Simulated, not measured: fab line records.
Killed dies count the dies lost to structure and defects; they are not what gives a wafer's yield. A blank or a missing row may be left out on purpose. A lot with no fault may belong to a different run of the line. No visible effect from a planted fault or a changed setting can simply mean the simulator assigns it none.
fab line records + flow n5Finfet
[record]
- lots = 9
- wafers = 27
- lastDay = 17
route steps=1938 shown BEOL_M1@776 BEOL_M4@1111 PASSIVATION@1936
lots that met no fault: taken from a fault-free run of the same line
startH: hours from the record's opening day to when the first of the lot's shown wafers began + waitH: time in hours since the lot's previous step + " identical to the entry in the row above + L1.1+2: a row that stands for several wafers + - value missing, or start not given + * or withheld: withheld + < > ~ a bound
route shown NAME@n: NAME is a module with steps in the file, n the number in the route of the first one + usual: the fault-free wafers' mean and standard deviation + same: alike in all rows + chamber/n: place in a boat + sites: the reading at each site + _std_site: their standard deviation + _edge_site: outer sites' mean less inner sites' + radiusMm: how far each site lies from the wafer's centre + mask NAME#n: copy n + behind: tool/chamber where the wafer was last shaped + hold: cause of the lot's hold/its duration in hours/its outcome + device: which transistor (n, p or np) failed to switch + end of line: at the end of the route, the tests of the same wafers + a step given without rows: its recipe and nothing more + killed: not the wafer's yield, but the dies lost to structure and defects at the first sort + map: dies across one wafer; x = killed, . = not, _ = none there
set.NAME: setting as actually run; set.NAME@STEP: the setting as run at that earlier step + model.NAME: the simulator's own value behind a step, which no gauge read
one table for each step of the route and one row for each wafer, over a sample of lots
services: the hour from which a tool's chamber was out of use, counted from the record's first day as startH (under 0 if before that day), plus the number of hours and why
[[steps]]
[step N5_BEOL_M1_CD_MEAS_18]
[recipe]
- pitchNm = 36
- targetCdNm = 18
[usual]
- cdNm = 17.99/0.27
| lot.wafer | tool     | chamber | startH | waitH | cdNm  |
|-----------|----------|---------|--------|-------|-------|
| L640.1    | cdSem-03 | -       | 142.37 | 0.0   | 17.84 |
| L640.2    | "        | -       | "      | "     | 18.16 |
| L640.5    | "        | -       | "      | "     | 18.42 |
| L641.1    | cdSem-03 | -       | 148.28 | 0.0   | 17.68 |
| L641.3    | "        | -       | "      | "     | 18.28 |
| L641.5    | "        | -       | "      | "     | 17.89 |
| L647.4    | cdSem-03 | -       | 182.92 | 0.1   | 17.69 |
| L647.5    | "        | -       | "      | "     | 18.11 |
| L647.6    | "        | -       | "      | "     | 17.98 |
| L649.1    | cdSem-02 | -       | 192.97 | 0.0   | 18.02 |
| L649.2    | "        | -       | "      | "     | 18.25 |
| L649.6    | "        | -       | "      | "     | 18.20 |
| L652.1    | cdSem-01 | -       | 212.90 | 0.0   | 17.74 |
| L652.3    | "        | -       | "      | "     | 17.61 |
| L652.6    | "        | -       | "      | "     | 17.85 |
| L653.3    | cdSem-03 | -       | 219.89 | 0.1   | 17.71 |
| L653.4    | "        | -       | "      | "     | 18.37 |
| L653.6    | "        | -       | "      | "     | 17.74 |
| L655.1    | cdSem-02 | -       | 230.67 | 0.0   | 17.62 |
| L655.2    | "        | -       | "      | "     | 18.37 |
| L655.3    | "        | -       | "      | "     | 17.78 |
| L657.1    | cdSem-01 | -       | 246.40 | 0.0   | 17.87 |
| L657.4    | "        | -       | "      | "     | 18.37 |
| L657.6    | "        | -       | "      | "     | 18.10 |
| L659.3    | cdSem-01 | -       | 263.90 | 0.1   | 17.78 |
| L659.4    | "        | -       | "      | "     | 18.13 |
| L659.6    | "        | -       | "      | "     | 17.86 |
[step N5_BEOL_M1_ETCH_41]
[recipe]
- chemistry = CH3F/O2
- target = SiCN
- targetDepthA = 319
- taperDeg = 2
- timeS = 57.8
- ionEnergyEv = 120
- maskMaterial = TiN
- pressureMtorr = 30
- sourceW = 395
- biasW = 75
- Ar_flow_sccm = 150
- CH3F_flow_sccm = 30
- O2_flow_sccm = 20
[usual]
- CH3F_flow_sccm = 30.00/0.087
- O2_flow_sccm = 20.00/0.054
- drypumpMotorCurrentA = 5.7/0.52
- oesProductAu = 0.81/0.089
- rfFwdPowerW = 391.1/1.6
- rfVppV = 297.0/1.4
- showerheadPlenumPTorr = 1.98/0.065
- throttleValvePct = 16.18/0.17
| lot.wafer | tool       | chamber | startH | waitH | CH3F_flow_sccm | O2_flow_sccm | drypumpMotorCurrentA | oesProductAu | rfFwdPowerW | rfHoursCounterH | rfVppV | showerheadPlenumPTorr | throttleValvePct |
|-----------|------------|---------|--------|-------|----------------|--------------|----------------------|--------------|-------------|-----------------|--------|-----------------------|------------------|
| L640.1    | rieDiel-02 | 2       | 143.44 | -     | 29.98          | 19.96        | 6.0                  | 0.98         | 390.5       | 2               | 296.7  | 1.96                  | 16.15            |
| L640.2    | "          | 0       | "      | "     | 29.96          | 20.07        | 5.9                  | 0.72         | 389.0       | 208             | 295.3  | 1.98                  | 16.43            |
| L640.5    | "          | 3       | "      | "     | 30.00          | 20.06        | 5.5                  | 0.70         | 392.2       | -               | 298.4  | 2.06                  | 16.33            |
| L641.1    | rieDiel-06 | 0       | 151.12 | -     | 29.92          | 20.01        | 5.8                  | 1.00         | 391.8       | 2               | 294.8  | 1.97                  | 15.97            |
| L641.3    | "          | 3       | "      | "     | 29.97          | 20.05        | 5.9                  | 0.87         | 388.4       | 42              | 297.0  | 1.95                  | 16.02            |
| L641.5    | "          | 0       | "      | "     | 30.01          | 20.06        | 5.8                  | 1.00         | 392.3       | -               | 296.8  | 1.97                  | 15.97            |
| L647.4    | rieDiel-02 | 2       | 191.77 | -     | 30.19          | 19.97        | 6.0                  | 0.94         | 391.3       | 17              | 295.9  | 1.96                  | 16.19            |
| L647.5    | "          | 1       | "      | "     | 29.95          | 19.95        | 6.1                  | 0.95         | 390.5       | -               | 297.4  | 1.97                  | 16.16            |
| L647.6    | "          | 0       | "      | "     | 30.03          | 20.00        | 6.0                  | 0.52         | 391.0       | -               | 296.5  | 1.98                  | 16.45            |
| L649.1    | rieDiel-06 | 1       | 196.33 | -     | 29.99          | 20.05        | 6.6                  | 0.87         | 393.1       | 56              | 299.6  | 2.12                  | 16.27            |
| L649.2    | "          | 0       | "      | "     | 29.98          | 20.00        | 5.8                  | 0.95         | 387.8       | 18              | 297.4  | 1.96                  | 16.00            |
| L649.6    | "          | 1       | "      | "     | 29.97          | 20.13        | 6.6                  | 0.87         | 392.2       | -               | 300.0  | 2.12                  | 16.29            |
| L652.1    | rieDiel-01 | 2       | 218.69 | -     | 29.99          | 19.90        | 5.0                  | 0.81         | 390.7       | 83              | 296.0  | 1.94                  | 16.06            |
| L652.3    | "          | 0       | "      | "     | 30.19          | 20.07        | 5.7                  | 0.74         | 387.6       | 159             | 298.6  | 2.09                  | 16.52            |
| L652.6    | "          | 1       | "      | "     | 30.06          | 19.90        | 5.8                  | 0.74         | 391.3       | -               | 294.6  | 1.91                  | 16.06            |
| L653.3    | rieDiel-06 | 2       | 226.35 | -     | 29.96          | 19.98        | 5.7                  | 0.68         | 392.9       | 234             | 296.6  | 1.97                  | 16.18            |
| L653.4    | "          | 3       | "      | "     | 29.99          | 19.96        | 5.9                  | 0.83         | 389.4       | 69              | 296.3  | 1.95                  | 16.04            |
| L653.6    | "          | 1       | "      | "     | 29.94          | 20.05        | 6.6                  | 0.85         | 389.7       | -               | 298.6  | 2.11                  | 16.30            |
| L655.1    | rieDiel-01 | 0       | 245.40 | -     | 29.96          | 19.92        | 5.7                  | 0.73         | 389.3       | 169             | 298.7  | 2.08                  | 16.54            |
| L655.2    | "          | 2       | "      | "     | 30.06          | 20.00        | 5.0                  | 0.79         | 392.9       | 93              | 295.6  | 1.94                  | 16.07            |
| L655.3    | "          | 1       | "      | "     | 29.97          | 19.92        | 5.8                  | 0.73         | 393.0       | 169             | 295.3  | 1.91                  | 16.06            |
| L657.1    | rieDiel-06 | 2       | 248.45 | -     | 30.12          | 19.99        | 5.6                  | 0.68         | 391.6       | 241             | 296.0  | 1.97                  | 16.19            |
| L657.4    | "          | 3       | "      | "     | 29.91          | 20.01        | 5.9                  | 0.83         | 392.2       | 76              | 297.1  | 1.94                  | 16.09            |
| L657.6    | "          | 1       | "      | "     | 30.04          | 19.98        | 6.6                  | 0.85         | 390.0       | -               | 298.8  | 2.11                  | 16.30            |
| L659.3    | rieDiel-06 | 3       | 271.50 | -     | 30.09          | 20.02        | 5.9                  | 0.81         | 390.4       | 83              | 297.2  | 1.94                  | 16.09            |
| L659.4    | "          | 0       | "      | "     | 30.05          | 20.07        | 5.8                  | 0.88         | 394.3       | 44              | 296.8  | 1.95                  | 16.06            |
| L659.6    | "          | 0       | "      | "     | 29.88          | 20.02        | 5.8                  | 0.90         | 391.4       | -               | 296.0  | 1.95                  | 16.04            |
[step N5_BEOL_M1_STRIP_97]
[recipe]
- chemistry = N2/H2
- timeS = 10
- powerW = 450
- tempC = 40
- pressureMtorr = 20
- rfFrequencyHz = 6e+07
- biasPowerW = 7
- n2FlowSccm = 200
- h2FlowSccm = 200
[usual]
- drypumpMotorCurrentA = 5.7/0.52
- oesProductAu = 0.81/0.089
- rfVppV = 59.1/0.92
- showerheadPlenumPTorr = 2.52/0.08
- tempC = 39.99/0.12
- throttleValvePct = 23.52/0.24
| lot.wafer | tool       | chamber | startH | waitH | drypumpMotorCurrentA | oesProductAu | rfHoursCounterH | rfVppV | showerheadPlenumPTorr | tempC | throttleValvePct |
|-----------|------------|---------|--------|-------|----------------------|--------------|-----------------|--------|-----------------------|-------|------------------|
| L640.1    | rieDiel-02 | 2       | -      | -     | 6.0                  | 1.01         | 3               | 58.7   | 2.49                  | 39.86 | 23.52            |
| L640.2    | "          | 0       | "      | "     | 5.9                  | 0.72         | 209             | 59.7   | 2.51                  | 40.09 | 23.60            |
| L640.5    | "          | 3       | "      | "     | 5.6                  | 0.71         | -               | 59.5   | 2.63                  | 40.14 | 23.78            |
| L641.1    | rieDiel-06 | 0       | -      | -     | 5.8                  | 0.99         | 2               | 60.5   | 2.49                  | 40.06 | 23.13            |
| L641.3    | "          | 3       | "      | "     | 5.9                  | 0.85         | 42              | 58.9   | 2.47                  | 40.09 | 23.40            |
| L641.5    | "          | 0       | "      | "     | 5.8                  | 1.00         | -               | 58.4   | 2.49                  | 39.89 | 23.13            |
| L647.4    | rieDiel-02 | 2       | -      | -     | 6.0                  | 0.94         | 17              | 57.3   | 2.48                  | 39.94 | 23.53            |
| L647.5    | "          | 1       | "      | "     | 6.1                  | 0.97         | -               | 58.0   | 2.48                  | 39.75 | 23.31            |
| L647.6    | "          | 0       | "      | "     | 5.9                  | 0.71         | -               | 58.9   | 2.51                  | 40.00 | 23.62            |
| L649.1    | rieDiel-06 | 1       | -      | -     | 6.6                  | 0.87         | 56              | 59.4   | 2.68                  | 39.88 | 23.72            |
| L649.2    | "          | 0       | "      | "     | 5.8                  | 0.94         | 18              | 59.7   | 2.48                  | 39.96 | 23.15            |
| L649.6    | "          | 1       | "      | "     | 6.6                  | 0.88         | -               | 57.5   | 2.68                  | 39.89 | 23.71            |
| L652.1    | rieDiel-01 | 2       | -      | -     | 5.0                  | 0.81         | 83              | 58.5   | 2.47                  | 40.00 | 23.54            |
| L652.3    | "          | 0       | "      | "     | 5.7                  | 0.74         | 159             | 60.0   | 2.64                  | 39.90 | 24.07            |
| L652.6    | "          | 1       | "      | "     | 5.8                  | 0.75         | -               | 59.3   | 2.43                  | 39.90 | 23.33            |
| L653.3    | rieDiel-06 | 2       | -      | -     | 5.7                  | 0.69         | 234             | 58.9   | 2.51                  | 40.00 | 23.44            |
| L653.4    | "          | 3       | "      | "     | 5.9                  | 0.83         | 69              | 59.7   | 2.46                  | 40.00 | 23.44            |
| L653.6    | "          | 1       | "      | "     | 6.6                  | 0.86         | -               | 61.4   | 2.68                  | 40.01 | 23.72            |
| L655.1    | rieDiel-01 | 0       | -      | -     | 5.7                  | 0.73         | 169             | 60.7   | 2.64                  | 40.27 | 24.07            |
| L655.2    | "          | 2       | "      | "     | 5.0                  | 0.79         | 93              | 58.5   | 2.46                  | 40.04 | 23.55            |
| L655.3    | "          | 1       | "      | "     | 5.8                  | 0.74         | 169             | 59.0   | 2.43                  | 39.95 | 23.34            |
| L657.1    | rieDiel-06 | 2       | -      | -     | 5.6                  | 0.67         | 241             | 59.7   | 2.51                  | 39.84 | 23.48            |
| L657.4    | "          | 3       | "      | "     | 5.9                  | 0.81         | 76              | 58.8   | 2.46                  | 40.10 | 23.44            |
| L657.6    | "          | 1       | "      | "     | 6.6                  | 0.86         | -               | 59.7   | 2.68                  | 39.87 | 23.74            |
| L659.3    | rieDiel-06 | 3       | -      | -     | 5.9                  | 0.81         | 83              | 57.8   | 2.46                  | 40.07 | 23.45            |
| L659.4    | "          | 0       | "      | "     | 5.8                  | 0.90         | 44              | 59.1   | 2.47                  | 39.99 | 23.18            |
| L659.6    | "          | 0       | "      | "     | 5.8                  | 0.90         | -               | 58.9   | 2.47                  | 39.99 | 23.19            |
[step N5_BEOL_M1_DEGAS_44]
[recipe]
- ambient = vacuum
- tempC = 250
- timeS = 60
[usual]
- heaterPowerW = 352/30
| lot.wafer | tool          | chamber | startH | waitH | heaterPowerW |
|-----------|---------------|---------|--------|-------|--------------|
| L640.1    | pvdSputter-02 | -       | 144.14 | 0.4   | 351          |
| L640.2    | "             | -       | "      | "     | 313          |
| L640.5    | "             | -       | "      | "     | 345          |
| L641.1    | pvdSputter-01 | -       | 151.74 | 0.3   | 353          |
| L641.3    | "             | -       | "      | "     | 348          |
| L641.5    | "             | -       | "      | "     | 354          |
| L647.4    | pvdSputter-01 | -       | 192.30 | 0.2   | 348          |
| L647.5    | "             | -       | "      | "     | 355          |
| L647.6    | "             | -       | "      | "     | 349          |
| L649.1    | pvdSputter-01 | -       | 196.72 | 0.1   | 331          |
| L649.2    | "             | -       | "      | "     | 356          |
| L649.6    | "             | -       | "      | "     | 355          |
| L652.1    | pvdSputter-02 | -       | 219.20 | 0.2   | 317          |
| L652.3    | "             | -       | "      | "     | 429          |
| L652.6    | "             | -       | "      | "     | 434          |
| L653.3    | pvdSputter-02 | -       | 226.67 | 0.0   | 338          |
| L653.4    | "             | -       | "      | "     | 423          |
| L653.6    | "             | -       | "      | "     | 318          |
| L655.1    | pvdSputter-01 | -       | 245.95 | 0.3   | 348          |
| L655.2    | "             | -       | "      | "     | 360          |
| L655.3    | "             | -       | "      | "     | 341          |
| L657.1    | pvdSputter-01 | -       | 248.89 | 0.2   | 340          |
| L657.4    | "             | -       | "      | "     | 338          |
| L657.6    | "             | -       | "      | "     | 342          |
| L659.3    | pvdSputter-01 | -       | 272.18 | 0.4   | 332          |
| L659.4    | "             | -       | "      | "     | 364          |
| L659.6    | "             | -       | "      | "     | 350          |
[step N5_BEOL_M4_RC_MEAS_101]
[usual]
- DIBL_N = 35.9/1.3
- DIBL_P = 35.9/1.6
- IOFF_N = 0.156/0.022
- IOFF_P = 0.205/0.023
- ION_N = 675/9
- ION_P = 463/5.6
- SS_N = 71.4/0.57
- SS_P = 73.1/0.52
- VT_N = 249.7/2.8
- VT_P = -250.2/2.5
| lot.wafer | tool      | chamber | startH | waitH | DIBL_N[mV/V] | DIBL_P[mV/V] | IOFF_N[nA/um] | IOFF_P[nA/um] | ION_N[uA/um] | ION_P[uA/um] | SS_N[mV/dec] | SS_P[mV/dec] | VT_N[mV] | VT_P[mV] |
|-----------|-----------|---------|--------|-------|--------------|--------------|---------------|---------------|--------------|--------------|--------------|--------------|----------|----------|
| L640.1    | prober-02 | 0       | 178.45 | 0.0   | 35.7         | 36.3         | 0.169         | 0.208         | 679          | 460          | 71.8         | 73.6         | 247.4    | -251.9   |
| L640.2    | "         | 0       | "      | "     | 34.0         | 33.5         | 0.136         | 0.173         | 663          | 454          | 71.2         | 72.4         | 252.1    | -254.5   |
| L640.5    | "         | 0       | "      | "     | 36.6         | 37.3         | 0.185         | 0.220         | 680          | 463          | 72.8         | 72.9         | 247.1    | -251.7   |
| L641.1    | prober-01 | 0       | 197.44 | 0.0   | 35.5         | 36.9         | 0.157         | 0.188         | 677          | 460          | 70.8         | 73.3         | 249.9    | -252.9   |
| L641.3    | "         | 0       | "      | "     | 36.9         | 38.7         | 0.190         | 0.218         | 691          | 466          | 71.9         | 73.0         | 248.4    | -249.9   |
| L641.5    | "         | 0       | "      | "     | 37.6         | 39.1         | 0.204         | 0.226         | 688          | 459          | 72.4         | 73.5         | 246.2    | -252.3   |
| L647.4    | prober-02 | 0       | 229.07 | 0.5   | 37.8         | 38.1         | 0.183         | 0.241         | 682          | 470          | 71.0         | 72.9         | 244.8    | -247.0   |
| L647.5    | "         | 0       | "      | "     | 37.2         | 36.9         | 0.177         | 0.222         | 690          | 469          | 71.2         | 73.4         | 247.2    | -250.9   |
| L647.6    | "         | 0       | "      | "     | 37.6         | 38.3         | 0.184         | 0.236         | 684          | 469          | 71.0         | 73.7         | 247.3    | -250.2   |
| L649.1    | prober-02 | 0       | 232.97 | 0.0   | 36.5         | 36.7         | 0.175         | 0.234         | 696          | 470          | 71.0         | 74.0         | 247.7    | -250.7   |
| L649.2    | "         | 0       | "      | "     | 33.9         | 34.2         | 0.130         | 0.192         | 676          | 469          | 71.2         | 73.2         | 251.0    | -249.3   |
| L649.6    | "         | 0       | "      | "     | 35.3         | 34.9         | 0.142         | 0.204         | 682          | 468          | 71.3         | 73.2         | 249.8    | -249.6   |
| L652.1    | prober-01 | 0       | 258.13 | 0.0   | 34.8         | 34.8         | 0.137         | 0.166         | 668          | 456          | 70.6         | 72.6         | 253.0    | -254.9   |
| L652.3    | "         | 0       | "      | "     | 35.3         | 35.6         | 0.150         | 0.176         | 673          | 458          | 72.1         | 73.9         | 250.7    | -254.0   |
| L652.6    | "         | 0       | "      | "     | 33.9         | 33.4         | 0.128         | 0.146         | 668          | 448          | 71.1         | 72.5         | 252.5    | -257.1   |
| L653.3    | prober-01 | 0       | 262.17 | 0.3   | 35.8         | 35.4         | 0.154         | 0.198         | 684          | 464          | 71.5         | 72.8         | 249.4    | -249.8   |
| L653.4    | "         | 0       | "      | "     | 36.7         | 36.7         | 0.179         | 0.222         | 679          | 465          | 71.5         | 73.8         | 247.4    | -249.7   |
| L653.6    | "         | 0       | "      | "     | 33.9         | 33.8         | 0.128         | 0.175         | 664          | 457          | 71.3         | 72.9         | 250.7    | -252.9   |
| L655.1    | prober-01 | 0       | 283.08 | 0.0   | 36.3         | 38.4         | 0.182         | 0.202         | 691          | 465          | 71.5         | 73.7         | 248.3    | -251.0   |
| L655.2    | "         | 0       | "      | "     | 36.8         | 38.6         | 0.172         | 0.191         | 672          | 450          | 70.8         | 73.3         | 250.8    | -254.4   |
| L655.3    | "         | 0       | "      | "     | 37.0         | 39.0         | 0.192         | 0.207         | 689          | 460          | 71.8         | 73.4         | 245.5    | -251.1   |
| L657.1    | prober-01 | 0       | 302.79 | 0.0   | 34.5         | 35.4         | 0.140         | 0.186         | 673          | 460          | 71.1         | 72.7         | 249.2    | -253.0   |
| L657.4    | "         | 0       | "      | "     | 35.3         | 36.1         | 0.154         | 0.202         | 676          | 459          | 72.1         | 72.4         | 250.1    | -250.4   |
| L657.6    | "         | 0       | "      | "     | 32.4         | 33.1         | 0.116         | 0.156         | 664          | 457          | 70.8         | 72.0         | 254.7    | -251.6   |
| L659.3    | prober-01 | 0       | 314.45 | 0.3   | 34.8         | 33.5         | 0.121         | 0.176         | 667          | 466          | 71.0         | 72.4         | 252.6    | -252.6   |
| L659.4    | "         | 0       | "      | "     | 35.9         | 35.1         | 0.141         | 0.204         | 671          | 468          | 71.4         | 73.3         | 251.9    | -248.8   |
| L659.6    | "         | 0       | "      | "     | 35.1         | 33.4         | 0.122         | 0.179         | 669          | 464          | 70.9         | 73.0         | 252.8    | -248.2   |
[step N5_PASSIVATION_PROBE_49]
[usual]
- defectLimitedYield = 91.3/1.4
- killed_at_M0_to_M3 = 35/11
- killed_at_M4_up = 14/5.4
- killedAtContacts = 12/6.2
- killedAtFrontEnd = 38/11
- killedAtOther = 4.1/2.8
- killedDies = 103/17
- killedOpen = 66/13
- killedShort = 34/8.2
- sort_bin_5_function = 5.1/0.89
- sort_bin_6_memory = 3.3/0.72
- sort_bin_8_speed = 0.00/0.0099
- sortNPass = 1077/17
- sortYieldPct = 91.3/1.4
[same]
- grossDies = 1180
- killedAtBackSide = 0
- sort_bin_4_leakage[%] = 0
| lot.wafer | tool      | chamber | startH | waitH | defectLimitedYield[%] | killed_at_M0_to_M3 | killed_at_M4_up | killedAtContacts | killedAtFrontEnd | killedAtOther | killedDies | killedOpen | killedShort | sort_bin_5_function[%] | sort_bin_6_memory[%] | sort_bin_8_speed[%] | sortNPass | sortYieldPct[%] |
|-----------|-----------|---------|--------|-------|-----------------------|--------------------|-----------------|------------------|------------------|---------------|------------|------------|-------------|------------------------|----------------------|---------------------|-----------|-----------------|
| L647.4    | prober-02 | -       | 334.24 | 0.2   | 92.1                  | 22                 | 11              | 11               | 33               | 16            | 93         | 49         | 42          | 4.8                    | 2.5                  | 0                   | 1087      | 92.1            |
| L647.5    | prober-02 | -       | 334.29 | 0.2   | 89.3                  | 27                 | 13              | 12               | 66               | 8             | 126        | 79         | 44          | 5.5                    | 4.5                  | 0                   | 1054      | 89.3            |
| L647.6    | prober-02 | -       | 334.34 | 0.3   | 91.9                  | 25                 | 9               | 20               | 40               | 1             | 95         | 55         | 38          | 4.3                    | 3.4                  | 0                   | 1085      | 91.9            |
| L649.1    | prober-02 | -       | 339.41 | 0.0   | 91.4                  | 40                 | 15              | 9                | 36               | 1             | 101        | 64         | 37          | 5.0                    | 3.5                  | 0                   | 1079      | 91.4            |
| L649.2    | prober-02 | -       | 339.46 | 0.1   | 89.0                  | 58                 | 25              | 18               | 25               | 4             | 130        | 77         | 52          | 6.8                    | 4.1                  | 0                   | 1050      | 89.0            |
| L649.6    | prober-02 | -       | 339.66 | 0.3   | 89.5                  | 50                 | 16              | 18               | 36               | 4             | 124        | 64         | 59          | 6.3                    | 3.6                  | 0                   | 1056      | 89.5            |
| L655.1    | prober-02 | -       | 386.82 | 0.0   | 91.1                  | 37                 | 10              | 6                | 47               | 5             | 105        | 67         | 37          | 5.6                    | 3.2                  | 0                   | 1075      | 91.1            |
| L655.2    | prober-02 | -       | 386.87 | 0.1   | 93.5                  | 28                 | 9               | 6                | 31               | 3             | 77         | 52         | 24          | 3.8                    | 2.5                  | 0                   | 1103      | 93.5            |
| L655.3    | prober-02 | -       | 386.92 | 0.1   | 91.8                  | 42                 | 11              | 2                | 33               | 9             | 97         | 65         | 29          | 4.9                    | 3.1                  | 0                   | 1083      | 91.8            |
// killed by level:class
L647.4 FIN_SAQP:geometricParticle:short=16 MOL_CONTACT_COAG:geometricParticle:open=10 PASS1_DEP:geometricParticle:open=5 FIN_SAQP:geometricParticle:open=4 STI_FIN_REVEAL:geometricParticle:open=4 BEOL_M0:geometricParticle:short=3 BEOL_M0:geometricParticle:open=3 BEOL_M3:geometricParticle:open=3
L647.5 STI_FIN_REVEAL:geometricParticle:open=17 MOL_CONTACT_COAG:geometricParticle:open=10 FIN_SAQP:geometricParticle:short=9 BEOL_M1:geometricParticle:open=9 DUMMY_GATE:geometricParticle:open=9 GATE_CUT:geometricParticle:short=8 FIN_SAQP:geometricParticle:open=6 GATE_CUT:geometricParticle:open=5
L647.6 FIN_SAQP:geometricParticle:open=9 FIN_SAQP:geometricParticle:short=9 MOL_CONTACT_COAG:geometricParticle:open=9 MOL_CONTACT_COAG:geometricParticle:short=9 BEOL_M1:geometricParticle:open=8 STI_FIN_REVEAL:geometricParticle:open=6 BEOL_M0_SAQP:geometricParticle:short=6 BEOL_M1:geometricParticle:short=5
L649.1 FIN_SAQP:geometricParticle:open=14 BEOL_M1:geometricParticle:short=13 MOL_CONTACT_COAG:geometricParticle:open=8 BEOL_M0_SAQP:geometricParticle:short=7 BEOL_M0_SAQP:geometricParticle:open=6 BEOL_M2:geometricParticle:open=6 BEOL_M4:geometricParticle:open=5 BEOL_M4:geometricParticle:short=5
L649.2 BEOL_M0_SAQP:geometricParticle:short=16 BEOL_M0_SAQP:geometricParticle:open=15 MOL_CONTACT_COAG:geometricParticle:open=15 BEOL_M4:geometricParticle:open=11 BEOL_M1:geometricParticle:short=9 BEOL_M2:geometricParticle:open=8 BEOL_M4:geometricParticle:short=8 FIN_SAQP:geometricParticle:open=5
L649.6 BEOL_M0_SAQP:geometricParticle:short=12 BEOL_M2:geometricParticle:open=12 MOL_CONTACT_COAG:geometricParticle:open=11 BEOL_M1:geometricParticle:short=11 BEOL_M4:geometricParticle:short=11 FIN_SAQP:geometricParticle:short=9 BEOL_M0_SAQP:geometricParticle:open=8 MOL_CONTACT_COAG:geometricParticle:short=7
L655.1 FIN_SAQP:geometricParticle:open=17 FIN_SAQP:geometricParticle:short=7 BEOL_M0_SAQP:geometricParticle:open=7 BEOL_M2:geometricParticle:open=7 MOL_CONTACT_COAG:geometricParticle:open=6 DUMMY_GATE:geometricParticle:open=5 BEOL_M0_SAQP:geometricParticle:short=5 BEOL_M1:geometricParticle:open=5
L655.2 FIN_SAQP:geometricParticle:open=10 BEOL_M2:geometricParticle:open=10 FIN_SAQP:geometricParticle:short=8 GATE_CUT:geometricParticle:open=5 MOL_CONTACT_COAG:geometricParticle:open=5 BEOL_M0_SAQP:geometricParticle:open=5 BEOL_M0_SAQP:geometricParticle:short=5 BEOL_M4:geometricParticle:open=5
L655.3 BEOL_M2:geometricParticle:open=15 BEOL_M0_SAQP:geometricParticle:short=9 BEOL_M0_SAQP:geometricParticle:open=8 STI_FIN_REVEAL:geometricParticle:open=7 GATE_CUT:geometricParticle:short=5 STARTING-WAFER:geometricParticle:open=5 FIN_SAQP:geometricParticle:short=4 BEOL_M3:geometricParticle:open=4
[[services]]
| tool       | chamber | startH | hours | kind                        |
|------------|---------|--------|-------|-----------------------------|
| rieDiel-06 | 0       | 121.19 | -     | clean                       |
| rieDiel-06 | 0       | 121.19 | -     | consumableReplace:focusRing |
| rieDiel-06 | 0       | 121.19 | 21.9  | scheduledDown               |
| rieDiel-06 | 0       | 121.19 | 21.9  | ventCycle                   |
| rieDiel-06 | 1       | 128.14 | 16.7  | repair                      |
| rieDiel-02 | 1       | 131.21 | -     | clean                       |
| rieDiel-02 | 1       | 131.21 | -     | consumableReplace:focusRing |
| rieDiel-02 | 1       | 131.21 | 37.2  | scheduledDown               |
| rieDiel-02 | 1       | 131.21 | 37.2  | ventCycle                   |
| rieDiel-02 | 2       | 132.32 | 6.3   | repair                      |
| rieDiel-06 | 2       | 142.69 | 23.3  | repair                      |
| rieDiel-02 | -       | 215.56 | 14.6  | pm                          |
| rieDiel-01 | -       | 231.04 | 0.4   | repair                      |
[[key]]
[firstSign]
- step = N5_BEOL_M1_ETCH_41
- reading = oesProductAu
- direction = down
- sigmas = 3.2
- usual = 0.81
- struck = 0.52
effect none on later readings
metAt N5_BEOL_M1_ETCH_41
struckLots L647
struckWafers L647.6
notActingAt N5_BEOL_M1_CD_MEAS_18,N5_BEOL_M1_STRIP_97,N5_BEOL_M1_DEGAS_44
onsetBetween 143.44 191.77
[fault]
- kind = processParameterDrift
- tool = rieDiel-02
- chamber = -
- onsetH = 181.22
- steps = N5_BEOL_M1_ETCH_41
- channel = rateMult
- offset = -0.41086
- shape = step
- endH = 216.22
- scope = struckWafersOnly
